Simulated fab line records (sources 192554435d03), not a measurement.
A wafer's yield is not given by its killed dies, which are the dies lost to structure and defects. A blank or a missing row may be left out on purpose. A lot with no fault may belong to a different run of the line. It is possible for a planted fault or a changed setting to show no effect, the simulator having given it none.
Lot-split experiment    flow n5-finfet    21 wafers read across 7 lots, on a route 1938 steps long

## THE SPLIT
At N5_BEOL_M9_ETCH_62 (etches SOC in N2/H2, target depth 110 nm, overetch 22 nm, time 165 s), the setting time-s was moved away from the recipe's 165 s on 7 of the 21 wafers read, by -18.3% to +8.4%. This setting was run at the recipe's value on the other wafers.

The reading comes from the split's own step.

## THE READING
SiARC_of_BEOL_M9_COAT_60.thk-nm (the simulator's own value, which no gauge read), in nm, at N5_BEOL_M9_ETCH_62 (etches SOC in N2/H2, target depth 110 nm, overetch 22 nm, time 165 s). The file does not state a usual value for it. Average 23.6 nm, standard deviation 0.14 nm, over the 14 wafers here run with the recipe.

wafer   tool, chamber at the split  time-s as run, s  against the recipe  SiARC_of_BEOL_M9_COAT_60.thk-nm, nm  against lot-mates on the recipe
L075.1  rie-diel-03, 1              145.2             -12.0%              24.2                                 +0.4
L075.2  rie-diel-03, 0              165               recipe              23.8                                 -
L075.6  rie-diel-03, 3              145.2             -12.0%              24.4                                 +0.6
L076.2  rie-diel-04, 3              178.9             +8.4%               22.8                                 -0.6
L076.4  rie-diel-04, 3              165               recipe              23.4                                 -
L076.5  rie-diel-04, 0              178.9             +8.4%               22.6                                 -0.8
L079.1  rie-diel-04, 1              165               recipe              23.6                                 -
L079.6  rie-diel-04, 1              165               recipe              23.6                                 -
L079.3  rie-diel-04, 3              165               recipe              23.4                                 -
L081.2  rie-diel-04, 2              165               recipe              23.6                                 -
L081.3  rie-diel-04, 0              165               recipe              23.4                                 -
L081.5  rie-diel-04, 1              134.8             -18.3%              24.8                                 +1.3
L088.3  rie-diel-04, 1              165               recipe              23.8                                 -
L088.5  rie-diel-04, 0              165               recipe              23.6                                 -
L088.6  rie-diel-04, 3              154.7             -6.2%               24                                   +0.3
L089.1  rie-diel-03, 2,0            165               recipe              23.6                                 -
L089.6  rie-diel-03, 2,0            165               recipe              23.6                                 -
L089.4  rie-diel-03, 0              148.5             -10.0%              24.2                                 +0.6
L093.1  rie-diel-06, 2              165               recipe              23.6                                 -
L093.3  rie-diel-06, 0              165               recipe              23.4                                 -
L093.4  rie-diel-06, 3              165               recipe              23.8                                 -
Rows listing several chambers each stand for several wafers; the file does not say which wafer went through which chamber.

FIT RESULTS
A straight line over all 21 wafers: SiARC_of_BEOL_M9_COAT_60.thk-nm changes by -0.0722 nm for each +1% of time-s; r = -0.95; the points scatter about the line by 0.16 nm.
The same after taking each lot's own level away (the mean of its wafers on the recipe; 21 wafers): -0.0632 nm for each +1%; r = -0.95; scatter 0.14 nm.
According to that fit, moving time-s by its largest amount changes the reading by 1.2 nm.
The span of the lots' own levels, 23.40 to 23.80 nm, comes to 2.8 times the standard deviation stated above.
Hence the slope depends on the lot-to-lot level, as the two fits are not the same.
Check: +1.01 nm against its lot-mates is what the line predicts for one of the wafers moved furthest among these (-18.3%) when that wafer is left out of the fit. Against them it came out at +1.3 nm.

## FURTHER SPLITS ON THESE WAFERS
Other splits were also applied to these wafers ahead of the reading. Each is held against what the fit with the lots' levels taken away leaves over:
other split on the same wafers  wafers away from the commonest value  r with SiARC_of_BEOL_M9_COAT_60.thk-nm (lot level and that fit taken away)
N5_BEOL_M8_ETCH_62 source-w     5                                     +0.06
N5_BEOL_M9_ILD_DEP_00 time-s    6                                     +0.09
N5_BEOL_M9_COAT_05 spin-rpm     4                                     -0.13
N5_BEOL_M9_ETCH_61 source-w     3                                     +0.04

## THE FILE'S OWN FIT
SiARC_of_BEOL_M9_COAT_60.thk-nm changes by -0.0632 nm for each +1% of time-s, r = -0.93.
